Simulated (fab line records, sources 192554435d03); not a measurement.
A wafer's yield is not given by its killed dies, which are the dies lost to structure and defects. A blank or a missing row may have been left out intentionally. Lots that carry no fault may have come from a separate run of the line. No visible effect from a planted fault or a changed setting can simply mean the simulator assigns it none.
Comparing a struck lot with a sound one    flow n5Finfet    16 out of 1938 route steps
Sound: wafers L347.1, L347.3, L347.5. Struck: wafer L355.3. (L355.5, L355.6 of the same lot were not struck and are left out.) The cause comes at the end.
Per side, at each step with rows, come the tool, then ch with its chambers, and then its first start. Under that, the readings that differ: sound wafers    struck wafers    difference of the means    sigmas: that difference in standard deviations of wafers without a fault.
alike: a reading whose means differ by less than 2 such deviations, as well as words and numbers matching on both sides. not compared: withheld readings; readings where some wafer has no value; bounds like >300 that might hide an equal value; numbers whose values overlap and for which the record gives no deviation.
The two part at a step that has a row with sigmas, a row that says differs or no value, or rows on one side only. Non-overlapping numbers with no deviation appear without sigmas and do not part them. A reading missing from all wafers of one side parts the sides only when that side holds two or more wafers.

N5_HKMG_FIN_DESCUM_53: chemistry O2, time 7.9 s.
  sound on rieDiel-02 ch 0,1, day 5 15:31; struck on rieDiel-04 ch 0, day 7 16:08
reading                       sound           struck  difference  sigmas
showerheadPlenumPTorr (Torr)  1.99 2.13 1.99  2.23    +0.19       +3
  alike: drypumpMotorCurrentA, oesProductAu, rfVppV, throttleValvePct
  not compared: rfHoursCounterH
N5_HKMG_FIN_ETCH_54: etches SiARC in CF4, target depth 45.5 nm, time 75.8 s.
  sound on rieDiel-02 ch 0,1, day 5 15:32; struck on rieDiel-04 ch 0, day 7 16:10
reading                       sound           struck  difference  sigmas
showerheadPlenumPTorr (Torr)  2.03 2.18 2.03  2.29    +0.21       +3
  alike: drypumpMotorCurrentA, etchRfOnTimeS, oesProductAu, rfVppV, throttleValvePct
  not compared: rfHoursCounterH
N5_HKMG_FIN_ETCH_55: etches SOC in N2/H2, target depth 240 nm, time 300 s.
  sound on rieDiel-02 ch 0,1, day 5 15:36; struck on rieDiel-04 ch 0, day 7 16:14
reading                       sound              struck  difference  sigmas
rfVppV (V)                    519.1 527.0 520.3  528.7   +6.6        +2
showerheadPlenumPTorr (Torr)  2.41 2.58 2.41     2.69    +0.22       +3
  alike: drypumpMotorCurrentA, oesProductAu, throttleValvePct
  not compared: rfHoursCounterH
then, 5 steps without rows for these wafers: N5_HKMG_FIN_STRIP_56 (strips in N2/H2); N5_HKMG_FIN_STRIP_57 (strips in CF4); N5_HKMG_FIN_ETCH_58 (etches SOC in N2/H2, target depth 215.8 nm, time 741 s); N5_HKMG_FIN_STRIP_93 (strips SOC in N2/H2, time 20 s); N5_HKMG_FIN_WET_ETCH_76 (etches Al2O3 in dNH4OH, stops on La2O3, target depth 2.25 nm, rinse time 30 s).
N5_HKMG_FIN_STRIP_60: strips in N2/H2, time 360 s.
  sound on plasmaAsher-02 ch 0,1, day 5 16:23; struck on plasmaAsher-02 ch 0, day 7 17:10
  alike: drypumpMotorCurrentA, heaterPowerW
  not compared: rfHoursCounterH
then, 2 steps without rows for these wafers: N5_HKMG_FIN_WET_ETCH_77 (etches La2O3 in dHCl, stops on HfO2, target depth 2 nm); N5_HKMG_FIN_WET_ETCH_78 (etches Al2O3 in dNH4OH, stops on La2O3, target depth 4.5 nm, rinse time 30 s).
N5_HKMG_FIN_ALD_79: deposits TiN, target thk 1.5 nm, pulse time 1 s, purge time 3 s.
  sound on aldMetal-01 ch 0,1,2, day 5 16:57; struck on aldMetal-04 ch 2, day 7 17:32
  alike: heaterPowerW, precursorPulseHeightRel
  not compared: sinceWetCleanH
N5_HKMG_FIN_CVD_62: deposits a-Si from Si2H6, target thk 3 nm, time 20.8 s.
  sound on thermalCvdSi-02 ch 0,2, day 5 17:19; struck on thermalCvdSi-02 ch 1, day 7 17:54
reading                                   sound    struck  difference  sigmas
model.a-Si_of_HKMG_FIN_CVD_62.thkNm (nm)  3.2 3 3  2       -1          
  alike: heaterPowerW
  not compared: sinceWetCleanH
then, 1 step without rows for these wafers: N5_HKMG_FIN_RTA_80 (time 2 s).
-- the record jumps here: 4 days lie between the struck wafers' starts before and after (it left off in module HKMG_FIN and takes up again in module BEOL_M4, whose first step shown is number 1111 of the route) --
N5_BEOL_M4_RC_MEAS_101:
  sound on prober-01 ch 0, day 9 08:35; struck on prober-02 ch 0, day 11 22:11
  alike: DIBL_N, DIBL_P, IOFF_N, IOFF_P, ION_N, ION_P, SS_N, SS_P, VT_N, VT_P
-- the record jumps here: 5 days lie between the struck wafers' starts before and after (it left off in module BEOL_M4 and takes up again in module PASSIVATION, whose first step shown is number 1936 of the route) --
N5_PASSIVATION_PROBE_49:
  sound on prober-02 at day 13 22:20; struck on prober-01 at day 16 15:49
  alike: defectLimitedYield, killed_at_M0_to_M3, killed_at_M4_up, killedAtContacts, killedAtFrontEnd, killedAtOther, killedDies, killedOpen, killedShort, sort_bin_5_function, sort_bin_6_memory, sortNPass, sortYieldPct

## WHERE THEY PART
Last at N5_HKMG_FIN_ETCH_55 as far as this record goes, first at N5_HKMG_FIN_DESCUM_53. Later steps at which nothing parts them and some readings are alike: N5_HKMG_FIN_STRIP_60, N5_HKMG_FIN_ALD_79, N5_HKMG_FIN_CVD_62, N5_BEOL_M4_RC_MEAS_101, N5_PASSIVATION_PROBE_49.

WHY: whatever the simulator had introduced
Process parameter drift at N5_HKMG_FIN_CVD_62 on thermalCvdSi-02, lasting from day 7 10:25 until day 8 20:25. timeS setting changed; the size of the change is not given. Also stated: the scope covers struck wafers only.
